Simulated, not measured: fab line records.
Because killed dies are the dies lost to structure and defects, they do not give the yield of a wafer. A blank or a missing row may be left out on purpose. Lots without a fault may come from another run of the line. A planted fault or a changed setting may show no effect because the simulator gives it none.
Matching of chambers || flow n5 finfet || 4 sister chambers for N5_FIN_CUT_CUT_ETCH_28 on rie si-04
The step etches Si in HBr/Cl2/O2, target depth 6 nm, time 2.4 s. 4 wafers are shown with their chamber, then 10 later ones without.

EACH WAFER AND ITS CHAMBER
{"wafer": "L083.3", "chamber": 0, "throttle valve pct (%)": 36.1}
{"wafer": "L087.2", "chamber": 1, "throttle valve pct (%)": 36.9}
{"wafer": "L091.3", "chamber": 2, "throttle valve pct (%)": 37.6}
{"wafer": "L091.4", "chamber": 3, "throttle valve pct (%)": 36.3}

WAFERS WITH NO CHAMBER GIVEN
{"wafer": "L091.6", "throttle valve pct (%)": 36.8}
{"wafer": "L092.2", "throttle valve pct (%)": 36.3}
{"wafer": "L092.3", "throttle valve pct (%)": 37.6}
{"wafer": "L092.5", "throttle valve pct (%)": 36.1}
{"wafer": "L093.2", "throttle valve pct (%)": 36.3}
{"wafer": "L093.5", "throttle valve pct (%)": 36.1}
{"wafer": "L093.6", "throttle valve pct (%)": 36.3}
{"wafer": "L095.1", "throttle valve pct (%)": 36.3}
{"wafer": "L095.2", "throttle valve pct (%)": 37.6}
{"wafer": "L095.3", "throttle valve pct (%)": 36.1}

WHICH CHAMBER EACH ONE RAN IN
{"wafer": "L091.6", "from the rows above": 1, "in truth": 1}
{"wafer": "L092.2", "from the rows above": 3, "in truth": 3}
{"wafer": "L092.3", "from the rows above": 2, "in truth": 2}
{"wafer": "L092.5", "from the rows above": 0, "in truth": 0}
{"wafer": "L093.2", "from the rows above": 3, "in truth": 3}
{"wafer": "L093.5", "from the rows above": 0, "in truth": 0}
{"wafer": "L093.6", "from the rows above": 3, "in truth": 3}
{"wafer": "L095.1", "from the rows above": 3, "in truth": 3}
{"wafer": "L095.2", "from the rows above": 2, "in truth": 2}
{"wafer": "L095.3", "from the rows above": 0, "in truth": 0}
10 of 10 placed correctly. Left unplaced by these rows: 0. Placed wrongly: 0.
How it was worked out, from the rows above alone: a wafer's distance from a chamber is the root of the sum, over the readings, of the square of ((its reading less the chamber's mean) divided by the reading's scatter). The wafer belongs to the nearest chamber; if the next one is less than 2 further off, it can't be placed. For every chamber, the mean is computed from those of its wafers that are shown. The scatter: root of mean squared gap, hidden wafer to nearest shown wafer, with one shown wafer a chamber.
